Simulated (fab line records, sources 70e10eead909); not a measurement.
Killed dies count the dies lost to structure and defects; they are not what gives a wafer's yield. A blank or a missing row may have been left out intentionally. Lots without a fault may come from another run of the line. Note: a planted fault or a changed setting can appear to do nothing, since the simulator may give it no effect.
fab line records	flow nand-harc
[record] lots = 12	wafers = 36	last-day = 33
route steps=1302 shown P_GATE@172 END@1302
lots untouched by any fault: they come from a run of this same line in which no faults occurred
start-h: hours from the record's opening day to when the first of the lot's shown wafers began	wait-h: how many hours have passed since the lot's step before this one	" unchanged from the row above	L1.1+2: a row that stands for several wafers	- no value, or no start given	* or withheld: withheld	< > ~ a bound
route shown NAME@n: names a module that has steps shown in the file, with the first one's number in the route	usual: mean/standard deviation taken from wafers without a fault	same: alike in all rows	chamber/n: place in a boat	sites: each site's reading	_std_site: standard deviation across them	_edge_site: outer sites' mean less inner sites'	radius-mm: for every site, how far away it sits from the centre of the wafer	mask NAME#n: copy n	behind: the tool/chamber that last shaped the wafer	hold: why the lot was held/for how many hours/how that ended	device: the transistor (n, p or np) that didn't switch	end of line: tests of these same wafers at the route's end	a step given without rows: its recipe and nothing more	killed: at the first sort, the dies lost to defects and structure; wafer yield is something else	map: a wafer's dies, x killed, . not, _ none there
set.NAME: the setting as run; set.NAME@STEP: as run at that earlier step	model.NAME: the simulator's own value behind a step, which no gauge read
route steps across a sampled set of lots; one table per step, one row per wafer
services: the hour from which a tool's chamber was out of use, counted from the record's first day as start-h (under 0 if before that day), plus the number of hours and why
[[steps]]
[step NHARC_P_GATE_DESCUM_48]
[recipe] time-s = 3	o2-flow-sccm = 200	ar-flow-sccm = 0	bias-power-w = 0	chemistry = O2
[usual] drypump-motor-current-A = 5.4/0.42	oes-product-au = 1.000/0.011	rf-vpp-V = 57.7/0.92	showerhead-plenum-p-Torr = 1.91/0.097	throttle-valve-pct = 11.310/0.0085
lot.wafer	tool	chamber	start-h	wait-h	drypump-motor-current-A	oes-product-au	rf-hours-counter-h	rf-vpp-V	showerhead-plenum-p-Torr	throttle-valve-pct
L388.3	rie-diel-05	3	127.84	-	5.0	1.001	4.0	58.6	2.02	11.313
L388.1	"	0	"	"	5.6	0.984	4.2	56.0	1.86	11.306
L388.5	"	2	"	"	6.3	1.004	-	58.1	1.93	11.302
L389.4	rie-diel-05	1	137.83	-	5.3	0.981	4.7	56.7	1.79	11.310
L389.2	"	2	"	"	6.3	0.995	4.7	56.3	1.93	11.305
L389.5	"	0	"	"	5.6	0.986	-	56.1	1.86	11.315
L390.2	rie-diel-08	2	140.41	-	5.3	1.004	4.4	57.5	1.97	11.304
L390.1	"	3	"	"	4.9	0.991	4.5	56.6	1.97	11.316
L390.3	"	0	"	"	5.8	1.018	4.8	57.4	1.79	11.312
L391.4	rie-diel-05	1	146.11	-	5.3	0.981	5.2	58.8	1.78	11.317
L391.6	"	3	"	"	5.0	0.991	-	57.7	2.02	11.309
L391.5	"	0	"	"	5.6	0.985	-	57.9	1.86	11.319
L396.3	rie-diel-05	3	201.67	-	5.0	0.998	9.2	58.4	2.02	11.311
L396.5	"	3	"	"	5.0	1.007	-	58.4	2.02	11.315
L396.6	"	0	"	"	5.6	1.001	-	58.7	1.86	11.303
L397.3	rie-diel-07	1	206.10	-	5.1	1.008	2.2	55.9	1.83	11.302
L397.6	"	2	"	"	5.8	0.996	-	58.9	2.02	11.317
L397.4	"	3	"	"	5.3	0.998	-	58.0	2.05	11.309
L404.1	rie-diel-08	3	283.96	-	4.8	1.011	5.3	57.8	1.97	11.324
L404.4	"	1	"	"	4.9	1.001	9.1	56.7	1.80	11.309
L404.3	"	2	"	"	5.4	1.007	7.6	57.3	1.97	11.311
L405.4	rie-diel-08	0	292.05	-	5.8	1.031	7.9	57.9	1.79	11.321
L405.1	"	2	"	"	5.4	1.015	7.7	58.3	1.97	11.299
L405.6	"	3	"	"	4.8	1.022	-	59.1	1.97	11.319
L406.4	rie-diel-08	3	310.74	-	4.9	1.002	6.6	57.7	1.97	11.327
L406.2	"	2	"	"	5.4	1.008	8.9	58.2	1.97	11.315
L406.6	"	3	"	"	4.8	0.998	-	57.6	1.97	11.307
L408.4	rie-diel-05	3	330.92	-	5.0	0.997	7.7	58.4	2.02	11.305
L408.2	"	2	"	"	6.3	1.015	6.2	57.3	1.93	11.309
L408.6	"	0	"	"	5.6	0.984	-	56.5	1.86	11.304
L409.1	rie-diel-07	2	335.79	-	5.8	0.998	2.5	58.3	2.02	11.310
L409.3	"	3	"	"	5.3	1.010	1.8	58.0	2.05	11.302
L409.6	"	1	"	"	5.1	1.005	-	57.2	1.82	11.299
L410.4	rie-diel-07	1	349.17	-	5.1	1.012	3.5	57.4	1.82	11.318
L410.1	"	3	"	"	5.3	1.002	2.4	59.0	2.05	11.305
L410.5	"	1	"	"	5.1	1.007	-	56.6	1.82	11.303
[step NHARC_P_GATE_STRIP_76]
[recipe] power-w = 1500	temp-c = 250	chemistry = O2
[usual] drypump-motor-current-A = 5.8/0.6	heater-power-w = 319/31
lot.wafer	tool	chamber	start-h	wait-h	drypump-motor-current-A	heater-power-w	rf-hours-counter-h
L388.1	plasma-asher-01	1	130.21	0.2	6.1	342	26
L388.3	"	0	"	"	6.3	342	-
L388.5	"	0	"	"	6.3	333	-
L389.2	plasma-asher-01	1	140.19	0.2	6.1	338	28
L389.4	"	0	"	"	6.3	332	-
L389.5	"	0	"	"	6.3	332	-
L390.1	plasma-asher-02	1	142.82	0.2	5.6	281	5
L390.2	"	0	"	"	4.7	281	5
L390.3	"	1	"	"	5.6	273	-
L391.4	plasma-asher-01	1	148.66	0.1	6.1	339	-
L391.5	"	0	"	"	6.3	328	-
L391.6	"	1	"	"	6.2	341	-
L396.3	plasma-asher-01	0	203.95	0.2	6.3	334	-
L396.6	"	0	"	"	6.3	345	-
L396.5	"	1	"	"	6.1	352	-
L397.4	plasma-asher-01	1	208.41	0.2	6.2	358	-
L397.3	"	0	"	"	6.3	341	-
L397.6	"	1	"	"	6.2	342	-
L404.1	plasma-asher-01	0	286.23	0.2	6.3	344	23
L404.4	"	1	"	"	6.1	348	-
L404.3	"	0	"	"	6.2	344	-
L405.1	plasma-asher-01	1	294.44	0.2	6.1	339	25
L405.4	"	1	"	"	6.1	352	-
L405.6	"	0	"	"	6.3	350	-
L406.2	plasma-asher-02	1	313.13	0.2	5.6	286	2
L406.4	"	1	"	"	5.6	292	-
L406.6	"	0	"	"	4.7	291	-
L408.2	plasma-asher-01	1	333.23	0.2	6.1	347	34
L408.4	"	0	"	"	6.3	341	-
L408.6	"	1	"	"	6.1	349	-
L409.1	plasma-asher-02	0	338.18	0.2	4.7	284	8
L409.3	"	0	"	"	4.7	284	-
L409.6	"	1	"	"	5.6	281	-
L410.1	plasma-asher-02	0	351.54	0.2	4.7	283	11
L410.4	"	1	"	"	5.6	285	-
L410.5	"	1	"	"	5.6	287	-
[step NHARC_P_GATE_CD_MEAS_91]
[recipe] target-cd-nm = 2000	landing-energy-ev = 500
[usual] cd-nm = 2000.2/1.9
lot.wafer	tool	chamber	start-h	wait-h	cd-nm
L388.1	cd-sem-01	0	131.12	-	2000.4
L388.3	"	0	"	"	1999.4
L388.5	"	0	"	"	1998.4
L389.2	cd-sem-03	0	141.11	-	1999.4
L389.4	"	0	"	"	2001.8
L389.5	"	0	"	"	1998.8
L390.1	cd-sem-01	0	143.75	-	1996.8
L390.2	"	0	"	"	1999.8
L390.3	"	0	"	"	2001.4
L391.4	cd-sem-01	0	149.56	-	1999.2
L391.5	"	0	"	"	2000.7
L391.6	"	0	"	"	2001.3
L396.3	cd-sem-02	0	204.86	-	2004.1
L396.5	"	0	"	"	2000.8
L396.6	"	0	"	"	2002.3
L397.3	cd-sem-01	0	209.19	-	2000.4
L397.4	"	0	"	"	2002.1
L397.6	"	0	"	"	1999.3
L404.1	cd-sem-01	0	287.02	-	2000.3
L404.3	"	0	"	"	2000.8
L404.4	"	0	"	"	1998.1
L405.1	cd-sem-01	0	296.31	-	1998.7
L405.4	"	0	"	"	1997.9
L405.6	"	0	"	"	2001.8
L406.2	cd-sem-02	0	314.04	-	1999.8
L406.4	"	0	"	"	1998.7
L406.6	"	0	"	"	2002.0
L408.2	cd-sem-01	0	334.02	-	2002.6
L408.4	"	0	"	"	1998.5
L408.6	"	0	"	"	1997.9
L409.1	cd-sem-03	0	339.10	-	1997.3
L409.3	"	0	"	"	1998.8
L409.6	"	0	"	"	1997.0
L410.1	cd-sem-01	0	352.46	-	2000.8
L410.4	"	0	"	"	2002.3
L410.5	"	0	"	"	1999.1
[step NHARC_P_GATE_SPUTTER_79]
[recipe] target-thk-a = 100	material = TiN
lot.wafer	tool	chamber	start-h	wait-h
L388.3+1+5	pvd-sputter-03	-	133.62	-
L389.4+2+5	pvd-sputter-02	-	143.39	-
L390.1+2+3	pvd-sputter-01	-	146.06	-
L391.4+6+5	pvd-sputter-03	-	151.87	-
L396.3+5+6	pvd-sputter-02	-	207.16	-
L397.3+4+6	pvd-sputter-02	-	211.48	-
L404.4+3+1	pvd-sputter-02	-	289.31	-
L405.4+1+6	pvd-sputter-02	-	298.69	-
L406.2+4+6	pvd-sputter-03	-	316.33	-
L408.4+2+6	pvd-sputter-03	-	336.31	-
L409.1+3+6	pvd-sputter-01	-	341.40	-
L410.4+1+5	pvd-sputter-01	-	354.73	-
[step NHARC_P_GATE_INSPECT_68]
[usual] raw-defect-count = 200/76
lot.wafer	tool	chamber	start-h	wait-h	raw-defect-count
L388.1	defect-inspect-02	-	134.40	0.2	261
L388.3	"	-	"	"	289
L388.5	"	-	"	"	198
L389.2	defect-inspect-02	-	144.17	0.1	176
L389.4	"	-	"	"	266
L389.5	"	-	"	"	117
L390.1	defect-inspect-02	-	146.84	0.2	185
L390.2	"	-	"	"	194
L390.3	"	-	"	"	145
L391.4	defect-inspect-02	-	152.65	0.1	100
L391.5	"	-	"	"	120
L391.6	"	-	"	"	101
L396.3	defect-inspect-02	-	207.91	0.1	632
L396.5	"	-	"	"	268
L396.6	"	-	"	"	163
L397.3	defect-inspect-02	-	212.24	0.1	667
L397.4	"	-	"	"	277
L397.6	"	-	"	"	299
L404.1	defect-inspect-01	-	290.09	0.2	262
L404.3	"	-	"	"	150
L404.4	"	-	"	"	212
L405.1	defect-inspect-02	-	299.46	0.2	394
L405.4	"	-	"	"	256
L405.6	"	-	"	"	276
L406.2	defect-inspect-02	-	317.11	0.1	239
L406.4	"	-	"	"	307
L406.6	"	-	"	"	180
L408.2	defect-inspect-02	-	337.09	0.1	207
L408.4	"	-	"	"	251
L408.6	"	-	"	"	271
L409.1	defect-inspect-01	-	342.16	0.2	148
L409.3	"	-	"	"	137
L409.6	"	-	"	"	159
L410.1	defect-inspect-02	-	355.51	0.2	163
L410.4	"	-	"	"	97
L410.5	"	-	"	"	232
[step NHARC_END_SORT_01]
[recipe] temp-c = 25
[usual] killed-at-array = 54/17	killed-at-other = 1.0/1.4	killed-at-periphery = 3.6/2.1	killed-dies = 58/17	killed-open = 3.2/2	killed-short = 2.5/1.5
[same] gross-dies = 677
lot.wafer	tool	chamber	start-h	wait-h	killed-at-array	killed-at-other	killed-at-periphery	killed-dies	killed-open	killed-short
L396.3	prober-02	0	639.89	3.1	61	1	43	105	4	3
L396.5	prober-02	0	641.52	3.8	55	1	5	61	0	0
L396.6	prober-02	0	642.33	4.1	26	2	3	31	2	2
L397.3	prober-01	0	656.15	3.1	36	4	45	85	3	2
L397.4	prober-01	0	656.95	3.4	58	7	2	67	2	3
L397.6	prober-01	0	658.54	4.0	52	3	4	59	3	1
// killed by level:class
L396.3 P_GATE:unspecified=37 A_CHANNEL_HOLE_D2:chamber-film-flake=31 A_CHANNEL_HOLE_D1:chamber-film-flake=13 A_STAIRCASE:chamber-film-flake=6 A_ONON_D1:geometric-particle:open=3 P_STI:chamber-film-flake=2 P_GATE:chamber-film-flake=2 P_M2:chamber-film-flake=2
L396.5 A_CHANNEL_HOLE_D1:chamber-film-flake=29 A_CHANNEL_HOLE_D2:chamber-film-flake=20 A_STAIRCASE:chamber-film-flake=3 P_STI:chamber-film-flake=2 P_M2:chamber-film-flake=2 A_WL_FILL:chamber-film-flake=2 P_ZERO_WELL:chamber-film-flake=1 A_CONTACT:chamber-film-flake=1
L396.6 A_CHANNEL_HOLE_D1:chamber-film-flake=13 A_CHANNEL_HOLE_D2:chamber-film-flake=4 P_M2:chamber-film-flake=2 A_WL_FILL:chamber-film-flake=2 A_CONTACT:chamber-film-flake=2 THIN_TSV:chamber-film-flake=2 P_M0:geometric-particle:open=1 A_SOURCE_PLATE:geometric-particle:open=1
L397.3 P_GATE:unspecified=40 A_CHANNEL_HOLE_D2:chamber-film-flake=17 A_CHANNEL_HOLE_D1:chamber-film-flake=16 THIN_TSV:chamber-film-flake=4 A_WL_FILL:chamber-film-flake=2 P_GATE:geometric-particle:open=1 P_CONTACT:geometric-particle:short=1 P_CONTACT:geometric-particle:open=1
L397.4 A_CHANNEL_HOLE_D1:chamber-film-flake=35 A_CHANNEL_HOLE_D2:chamber-film-flake=14 THIN_TSV:chamber-film-flake=7 A_STAIRCASE:chamber-film-flake=2 P_GATE:geometric-particle:short=1 A_CHANNEL_FILL_D1:geometric-particle:short=1 A_ONON_D2:geometric-particle:short=1 A_ONON_D2:geometric-particle:open=1
L397.6 A_CHANNEL_HOLE_D1:chamber-film-flake=34 A_CHANNEL_HOLE_D2:chamber-film-flake=15 THIN_TSV:chamber-film-flake=3 P_CONTACT:geometric-particle:open=2 P_M2:geometric-particle:open=1 A_DECK1_JOINT:geometric-particle:short=1 P_M2:chamber-film-flake=1 A_CHANNEL_FILL_D1:chamber-film-flake=1
[[services]]
tool	chamber	start-h	hours	kind
rie-diel-05	2	107.74	5.0	repair
plasma-asher-02	-	113.25	9.0	pm
rie-diel-07	-	117.20	9.0	pm
pvd-sputter-02	-	132.29	10.0	pm
plasma-asher-01	-	165.00	9.0	pm
plasma-asher-01	0	165.00	9.0	vent-cycle
pvd-sputter-03	-	170.00	10.0	pm
rie-diel-08	-	190.80	9.0	pm
pvd-sputter-01	-	226.87	10.0	pm
rie-diel-05	0	228.13	5.4	repair
rie-diel-05	-	229.80	9.0	pm
rie-diel-08	3	238.97	2.2	repair
pvd-sputter-01	-	239.13	5.3	repair
rie-diel-07	3	252.65	3.6	repair
rie-diel-07	-	281.58	0.6	repair
plasma-asher-02	-	287.80	4.5	repair
rie-diel-07	-	294.20	9.0	pm
pvd-sputter-02	-	310.29	10.0	pm
pvd-sputter-02	-	323.59	2.7	repair
rie-diel-07	3	327.45	5.5	repair
plasma-asher-01	-	342.00	9.0	pm
pvd-sputter-02	-	343.67	7.9	repair
pvd-sputter-03	-	348.00	10.0	pm
rie-diel-07	0	350.20	1.6	repair
[[key]]
[first-sign] step = NHARC_P_GATE_INSPECT_68	reading = raw-defect-count	direction = up	sigmas = 5.9	usual = 200	struck = 650
[effect] step = NHARC_END_SORT_01	reading = killed-at-periphery	direction = up	sigmas = 19	usual = 3.6	struck = 44
[more-kills-born-at] NHARC_P_GATE_SPUTTER_79@pvd-sputter-02 = 77
met-at NHARC_P_GATE_SPUTTER_79
struck-lots L396,L397
struck-wafers L396.3,L397.3
tester-left-out L396,L397
not-acting-at NHARC_P_GATE_DESCUM_48,NHARC_P_GATE_STRIP_76,NHARC_P_GATE_CD_MEAS_91
[fault] kind = chamber-particle-source	tool = pvd-sputter-02	chamber = -	onset-h = 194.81	steps = NHARC_P_GATE_SPUTTER_79	rate-per-visit-cm2 = 0.71589	end-h = 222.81	scope = struck-wafers-only
// tester-left-out: of these lots the tester's yield and bins aren't shown, on N5 and GAA mostly nor the transistor test; their killed dies are dies lost to structure and defects alone, not to doping, threshold or leakage, so they don't give the yield
